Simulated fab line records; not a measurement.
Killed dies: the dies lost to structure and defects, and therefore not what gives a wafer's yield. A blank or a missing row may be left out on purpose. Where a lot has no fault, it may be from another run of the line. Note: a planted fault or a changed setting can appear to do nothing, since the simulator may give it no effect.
The tool behind it: which one?    flow n5 finfet    23 lots, 69 wafers sampled, at 1 step of a route of 1938

## WHAT THE GAUGES READ, wafer by wafer
N5_HKMG_FIN_CD_MEAS_49 targets a cd of 202 nm.
lot   measured     on         cd nm (nm)
L074  day 4 02:37  cd sem-01  202.0 202.3 201.7
L075  day 4 05:35  cd sem-02  202.0 201.8 202.2
L076  day 4 10:30  cd sem-03  201.8 201.8 201.3
L077  day 4 21:32  cd sem-01  202.4 202.1 202.8
L078  day 4 22:58  cd sem-01  202.0 202.7 201.5
L079  day 5 08:16  cd sem-01  200.7 200.5 200.8
L080  day 5 14:08  cd sem-02  202.1 201.9 202.2
L081  day 5 21:28  cd sem-01  201.9 201.6 200.9
L082  day 5 23:57  cd sem-01  202.2 202.2 202.3
L083  day 6 07:37  cd sem-02  202.2 202.1 201.3
L084  day 6 11:06  cd sem-02  201.1 201.6 202.3
L085  day 6 18:51  cd sem-03  202.7 202.9 203.9
L086  day 7 06:05  cd sem-01  202.7 202.7 201.8
L087  day 7 10:04  cd sem-03  202.3 201.7 201.5
L088  day 7 11:30  cd sem-03  201.6 201.4 200.8
L089  day 8 05:02  cd sem-01  202.3 202.2 202.2
L090  day 8 05:29  cd sem-02  202.2 202.1 201.3
L091  day 8 07:27  cd sem-01  202.2 202.7 202.0
L092  day 8 11:52  cd sem-01  203.1 202.9 202.4
L093  day 8 17:44  cd sem-01  201.5 201.7 201.7
L094  day 9 04:07  cd sem-03  202.7 201.8 202.1
L095  day 9 04:58  cd sem-01  202.7 202.5 202.2
L097  day 9 16:55  cd sem-03  201.8 202.5 201.8

## WHAT TOOL EACH LOT RAN ON (gives the tool, then ch and the chambers of the sampled wafers, and finally the start)
There is no process step in the record ahead of these readings.

## AS READ BY THE TOOLS THEMSELVES (means over the sampled wafers that have a number; for cases with no such wafer, the mark the record gives instead)
The record holds no such reading with a usual standard deviation.

## THE ANSWER, worked out from the rows above alone
Rule: the lots themselves supply what counts as usual. Put in order of their means at a reading, lots are off if they are a third of the lots or fewer, leave a main group of 4 or more, and stand apart from it by a gap of 3 or more times the standard deviation of the main group's means; of several such gaps the widest counts. If all means in a main group match to the digits the tables above print for the reading, that group is not used. A lot without any number at a reading at which 4 lots or more have one is off too. All remaining lots with rows at the step are treated as sound. First the gauges in route order, then the tools' own readings, where a lot's mean is used as printed above. At the first step where some lot is off, the reading lying furthest off is the one used; lots without a number count as furthest.
No lot is off on any of the readings shown, so nothing can be concluded from this.

## WHAT THE SIMULATOR PUT IN
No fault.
